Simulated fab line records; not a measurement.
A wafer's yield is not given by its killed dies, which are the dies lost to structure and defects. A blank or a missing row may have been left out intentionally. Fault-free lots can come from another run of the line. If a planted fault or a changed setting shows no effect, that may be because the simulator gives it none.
Which tool did it?	flow nand harc	36 wafers from 12 lots sampled at 5 of the route's 1302 steps

WHAT THE GAUGES SHOWED, per wafer
NHARC_A_CONTACT_CD_MEAS_69 targets a cd of 300 nm.
lot	measured	on	cd nm (nm)
L075	day 22 13:00	cd sem-01	299.8 299.5 300.6
L077	day 23 03:30	cd sem-02	299.7 299.6 299.7
L079	day 24 21:22	cd sem-02	299.9 300.4 300.1
L080	day 25 01:46	cd sem-02	300.0 300.1 299.0
L086	day 25 20:41	cd sem-01	301.1 300.5 300.2
L084	day 26 06:22	cd sem-02	298.8 299.5 298.8
L087	day 26 23:13	cd sem-02	299.3 299.9 299.5
L089	day 28 06:35	cd sem-03	300.7 300.6 300.6
L092	day 30 00:09	cd sem-03	300.0 300.1 299.5
L093	day 30 10:07	cd sem-01	299.8 299.7 300.4
L095	day 30 12:09	cd sem-03	300.1 300.0 300.9
L096	day 31 08:07	cd sem-02	299.8 300.2 299.6

WHICH TOOL RAN EACH LOT (tool, then ch and the chambers of the sampled wafers, then the start)
lot	NHARC_A_CONTACT_ETCH_114	NHARC_A_CONTACT_ETCH_122	NHARC_A_CONTACT_STRIP_55	NHARC_A_CONTACT_DEP_57
L075	har cap etch-03 ch 0,1, day 22 03:38	har cap etch-03 ch 0,1, day 22 05:00	rie diel-09 ch 0,2,3, day 22 09:34 or earlier	acl dep-03 ch 0, day 22 09:34
L077	har cap etch-03 ch 0,1, day 22 19:59	har cap etch-03 ch 0,1, day 22 21:22	rie diel-09 ch 0,1,3, day 23 00:42 or earlier	acl dep-02 ch 0, day 23 00:42
L079	har cap etch-01 ch 0,1, day 24 06:40	har cap etch-01 ch 0,1, day 24 08:02	rie diel-09 ch 0,3, day 24 17:32 or earlier	acl dep-03 ch 0, day 24 17:32
L080	har cap etch-02 ch 0,1, day 24 17:52	har cap etch-02 ch 0,1, day 24 19:14	rie diel-09 ch 1,2, day 24 22:19 or earlier	acl dep-01 ch 0, day 24 22:19
L086	har cap etch-03 ch 0,1, day 25 13:05	har cap etch-03 ch 0,1, day 25 14:28	rie diel-08 ch 1,2,3, day 25 16:53 or earlier	acl dep-01 ch 0, day 25 16:53
L084	har cap etch-02 ch 0,1, day 25 20:00	har cap etch-02 ch 0,1, day 25 21:22	rie diel-11 ch 0,2,3, day 26 03:03 or earlier	acl dep-03 ch 0, day 26 03:03
L087	har cap etch-01 ch 0,1, day 26 13:50	har cap etch-01 ch 0,1, day 26 15:12	rie diel-08 ch 1,2,3, day 26 20:52 or earlier	acl dep-02 ch 0, day 26 20:52
L089	har cap etch-01 ch 0,1, day 27 22:53	har cap etch-01 ch 0,1, day 28 00:15	rie diel-09 ch 0,1,2, day 28 02:34 or earlier	acl dep-01 ch 0, day 28 02:34
L092	har cap etch-01 ch 0,1, day 29 13:32	har cap etch-01 ch 0,1, day 29 14:54	rie diel-09 ch 0,1,2, day 29 20:11 or earlier	acl dep-02 ch 0, day 29 20:11
L093	har cap etch-03 ch 0,1, day 29 22:07	har cap etch-03 ch 0,1, day 29 23:29	rie diel-09 ch 0,1, day 30 06:18 or earlier	acl dep-01 ch 0, day 30 06:18
L095	har cap etch-03 ch 0,1, day 30 04:14	har cap etch-03 ch 0,1, day 30 05:36	rie diel-09 ch 0,3, day 30 08:11 or earlier	acl dep-03 ch 0, day 30 08:11
L096	har cap etch-03 ch 0,1, day 31 00:18	har cap etch-03 ch 0,1, day 31 01:41	rie diel-09 ch 0,3, day 31 05:10 or earlier	acl dep-01 ch 0, day 31 05:10
- NHARC_A_CONTACT_ETCH_114: etches the open film in C4F8/O2/Ar, time 190 s, target depth 1850 nm.
- NHARC_A_CONTACT_ETCH_122: etches the open film in C4F8/O2/Ar, time 190 s, target depth 1850 nm.
- NHARC_A_CONTACT_STRIP_55: strips in O2.
- NHARC_A_CONTACT_DEP_57: deposits aC, target thk 5300 nm.

THE ANSWER, worked out from the rows above alone
Rule: the usual values come from the lots themselves. Put in order of their means at a reading, lots are off if they are a third of the lots or fewer, leave a main group of 4 or more, and stand apart from it by a gap of 3 or more times the standard deviation of the main group's means; of several such gaps the widest counts. A main group is skipped when, at the precision printed for the reading in the tables above, its means are all equal. A lot without any number at a reading at which 4 lots or more have one is off too. Where the step has rows for the other lots, those lots are counted as sound.
None of the lots is off at any reading shown; this tells nothing.

WHAT THE SIMULATOR HAD PUT IN
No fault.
